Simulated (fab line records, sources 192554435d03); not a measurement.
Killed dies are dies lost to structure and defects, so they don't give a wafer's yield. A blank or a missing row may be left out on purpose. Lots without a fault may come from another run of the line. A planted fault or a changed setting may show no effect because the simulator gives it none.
Which tool did it? | flow n5_finfet | 6 lots, 17 wafers sampled, at 3 steps of a route of 1938

WHAT THE GAUGES READ, wafer by wafer
N5_STI_FIN_REVEAL_INSPECT_13: inspects for defects (darkfield).
lot  | measured    | on                | raw_defect_count
L122 | day 2 20:22 | defect_inspect-01 | 12 18 9
L125 | day 3 13:32 | defect_inspect-02 | 10 12 12
L131 | day 5 06:19 | defect_inspect-01 | 8 12
L138 | day 6 19:52 | defect_inspect-01 | 26 17 19
L142 | day 7 20:24 | defect_inspect-02 | 1316 12 1395
L144 | day 8 07:23 | defect_inspect-02 | 17 12 19

WHICH TOOL RAN EACH LOT (tool, then ch and the chambers of the sampled wafers, then the start)
lot  | N5_STI_FIN_REVEAL_RECESS_09       | N5_STI_FIN_REVEAL_OXIDATION_31
L122 | vapor_etch-01 ch 0,1, day 2 17:30 | plasma_asher-02 ch 0,1, day 2 19:39
L125 | vapor_etch-02 ch 0,1, day 3 10:43 | plasma_asher-02 ch 0,1, day 3 12:52
L131 | vapor_etch-02 ch 0,1, day 5 03:07 | plasma_asher-01 ch 0,1, day 5 05:41
L138 | vapor_etch-02 ch 0, day 6 17:05   | plasma_asher-02 ch 0,1, day 6 19:14
L142 | vapor_etch-01 ch 0,1, day 7 17:35 | plasma_asher-02 ch 0,1, day 7 19:46
L144 | vapor_etch-02 ch 0,1, day 8 04:35 | plasma_asher-01 ch 0,1, day 8 06:44
- N5_STI_FIN_REVEAL_RECESS_09: chemistry HF/NH3, target SiO2, afs cycles 11, target depth 42.5 nm, sublimation time 60 s.
- N5_STI_FIN_REVEAL_OXIDATION_31: chemistry O2 PLASMA REMOTE, time 20 s.

THE ANSWER, worked out from the rows above alone
Rule: what is usual is taken from the lots themselves. Put in order of their means at a reading, lots are off if they are a third of the lots or fewer, leave a main group of 4 or more, and stand apart from it by a gap of 3 or more times the standard deviation of the main group's means; of several such gaps the widest counts. A main group whose means are all the same, to the digits that the tables above print for the reading, isn't used. A lot without any number at a reading at which 4 lots or more have one is off too. The other lots that the step has rows for count as sound.
Off: L142, at N5_STI_FIN_REVEAL_INSPECT_13 (raw_defect_count). The main group: mean 14, standard deviation 3.8.
A tool fits if, at a process step before that reading, it ran every lot that is off, and no sound lot after the first of them. The gauges at N5_STI_FIN_REVEAL_INSPECT_13 are tried like those tools. Can't be told from this: 2 tools fit, vapor_etch-01 at N5_STI_FIN_REVEAL_RECESS_09, plasma_asher-02 at N5_STI_FIN_REVEAL_OXIDATION_31.

WHAT THE SIMULATOR HAD PUT IN
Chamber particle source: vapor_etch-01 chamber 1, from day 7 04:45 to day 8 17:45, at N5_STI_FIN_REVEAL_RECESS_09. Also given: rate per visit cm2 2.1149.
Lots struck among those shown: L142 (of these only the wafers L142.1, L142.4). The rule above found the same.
